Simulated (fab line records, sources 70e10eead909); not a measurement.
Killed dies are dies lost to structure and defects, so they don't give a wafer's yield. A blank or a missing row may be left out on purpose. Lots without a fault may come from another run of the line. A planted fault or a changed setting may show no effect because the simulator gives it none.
A struck lot beside a sound one | flow nand_harc | 41 steps out of a route of 1159
Sound: wafers L664.2, L664.4, L664.5. Struck: wafer L655.2. The cause comes at the end.
At each step with rows: each side's tool, then ch and its chambers, then its first start. Under that, the readings that differ: sound wafers | struck wafers | difference of the means | sigmas: that difference in standard deviations of wafers without a fault.
alike: readings whose means differ by less than 2 such deviations, and words and numbers that are the same on both sides. not compared: withheld readings, readings that some wafer has no value for, bounds like >300 that may hide the same value, and numbers for which the record gives no deviation and whose values overlap.
The two part at a step that has a row with sigmas, a row that says differs or no value, or rows on one side only. Numbers that don't overlap but have no deviation are shown without sigmas and don't part them. A reading that every wafer of one side lacks parts them only if that side has two wafers or more.

first, 7 steps without rows for these wafers: NHARC_A_STAIRCASE_COAT_244; NHARC_A_STAIRCASE_SOFTBAKE_245 (time 170 s); NHARC_A_STAIRCASE_EBR_246; NHARC_A_STAIRCASE_EXPOSE_247 (exposes mask SDS 1); NHARC_A_STAIRCASE_PEB_248 (peb time 130 s); NHARC_A_STAIRCASE_DEVELOP_249 (time 140 s); NHARC_A_STAIRCASE_HARDBAKE_251 (time 140 s).
NHARC_A_STAIRCASE_DESCUM_252: chemistry O2, time 3 s.
  sound on rie_diel-03 ch 1,3, day 16 02:01; struck on rie_diel-08 ch 3, day 13 22:57
  reading               | sound             | struck | difference | sigmas
  oes_product_au (a.u.) | 1.006 1.011 1.015 | 0.986  | -0.025     | -3
  alike: drypump_motor_current_A, rf_vpp_V, showerhead_plenum_p_Torr, throttle_valve_pct
  not compared: rf_hours_counter_h
then, 3 steps without rows for these wafers: NHARC_A_STAIRCASE_ETCH_253 (etches the open film in C4F8/O2, target depth 50 nm, time 20.2 s); NHARC_A_STAIRCASE_STRIP_254 (strips in O2); NHARC_A_STAIRCASE_STRIP_255 (strips in SPM, time 900 s).
NHARC_A_STAIRCASE_PRECLEAN_256: cleans in SC1.
  sound on wet_bench-05 ch 1,6,7, day 16 03:58; struck on wet_bench-04 ch 2, day 13 23:31
then, 1 step without rows for these wafers: NHARC_A_STAIRCASE_SRD_257.
NHARC_A_STAIRCASE_HM_DEP_456: deposits aC, target thk 1500 nm.
  sound on acl_dep-03 ch 0, day 16 05:01; struck on acl_dep-02 ch 0, day 14 00:15
  alike: throttle_valve_pct
then, 12 steps without rows for these wafers: NHARC_A_STAIRCASE_DEP_259 (deposits SiON, target thk 30 nm); NHARC_A_STAIRCASE_DEHYDRATE_281 (time 120 s); NHARC_A_STAIRCASE_HMDS_282 (time 30 s); NHARC_A_STAIRCASE_COAT_283; NHARC_A_STAIRCASE_SOFTBAKE_284 (time 170 s); NHARC_A_STAIRCASE_EBR_285; NHARC_A_STAIRCASE_EXPOSE_286 (exposes mask CHOP 100); NHARC_A_STAIRCASE_PEB_287 (peb time 130 s); NHARC_A_STAIRCASE_DEVELOP_288 (time 140 s); NHARC_A_STAIRCASE_HARDBAKE_290 (time 140 s); NHARC_A_STAIRCASE_DESCUM_291 (chemistry O2, time 3 s); NHARC_A_STAIRCASE_ETCH_292 (etches the open film in CF4/CHF3).
NHARC_A_STAIRCASE_HM_OPEN_460: chemistry O2/COS.
  sound on rie_diel-03 ch 0,1; struck on rie_diel-03 ch 0
  alike: bias_w, drypump_motor_current_A, oes_product_au, rf_vpp_V, showerhead_plenum_p_Torr, throttle_valve_pct
  not compared: rf_hours_counter_h
then, 2 steps without rows for these wafers: NHARC_A_STAIRCASE_STRIP_461 (strips in O2/COS); NHARC_A_STAIRCASE_ETCH_452 (etches the open film in CF4/O2, target depth 30 nm, overetch 3 nm, time 16.5 s).
NHARC_A_STAIRCASE_ETCH_294: etches the open film in C4F8/O2/Ar, target depth 4992 nm, time 1212.4 s.
  sound on rie_diel-03 ch 0,1,2; struck on rie_diel-03 ch 2
  alike: bias_w, oes_product_au, rf_vpp_V
  not compared: rf_hours_counter_h
then, 4 steps without rows for these wafers: NHARC_A_STAIRCASE_STRIP_295 (strips in O2); NHARC_A_STAIRCASE_STRIP_296 (strips in SPM, time 900 s); NHARC_A_STAIRCASE_PRECLEAN_297 (cleans in SC1); NHARC_A_STAIRCASE_SRD_298.
NHARC_A_STAIRCASE_HM_DEP_462: deposits aC, target thk 800 nm.
  sound on acl_dep-01 ch 0, day 16 11:16; struck on acl_dep-02 ch 0, day 14 07:05
  alike: throttle_valve_pct
then, 4 steps without rows for these wafers: NHARC_A_STAIRCASE_DEP_301 (deposits SiON, target thk 30 nm); NHARC_A_STAIRCASE_DEHYDRATE_302 (time 120 s); NHARC_A_STAIRCASE_HMDS_303 (time 30 s); NHARC_A_STAIRCASE_COAT_304.
-- the record jumps here: 2 days lie between the struck wafers' starts before and after (it left off in module A_STAIRCASE and takes up again in module A_SGD_CUT, whose first step shown is number 747 of the route) --
NHARC_A_SGD_CUT_DEP_00: deposits SiNx, target thk 50 nm.
  sound on pecvd-02 ch 0,2, day 18 11:22; struck on pecvd-04 ch 2, day 16 11:21
  reading | sound | struck                   | difference                   | sigmas
  hold    | - - - | await_dispo/2.6h/release | no value on the sound wafers |
  alike: heater_power_w
-- the record jumps here: 7 days lie between the struck wafers' starts before and after (it left off in module A_SGD_CUT and takes up again in module END, whose first step shown is number 1159 of the route) --
NHARC_END_SORT_01:
  the record has rows for the struck wafers here (prober-01 ch 0, day 23 11:57) and none for the sound ones

WHERE THEY PART
First at NHARC_A_STAIRCASE_DESCUM_252; last, within this record, at NHARC_END_SORT_01.

WHY: what the simulator had put in
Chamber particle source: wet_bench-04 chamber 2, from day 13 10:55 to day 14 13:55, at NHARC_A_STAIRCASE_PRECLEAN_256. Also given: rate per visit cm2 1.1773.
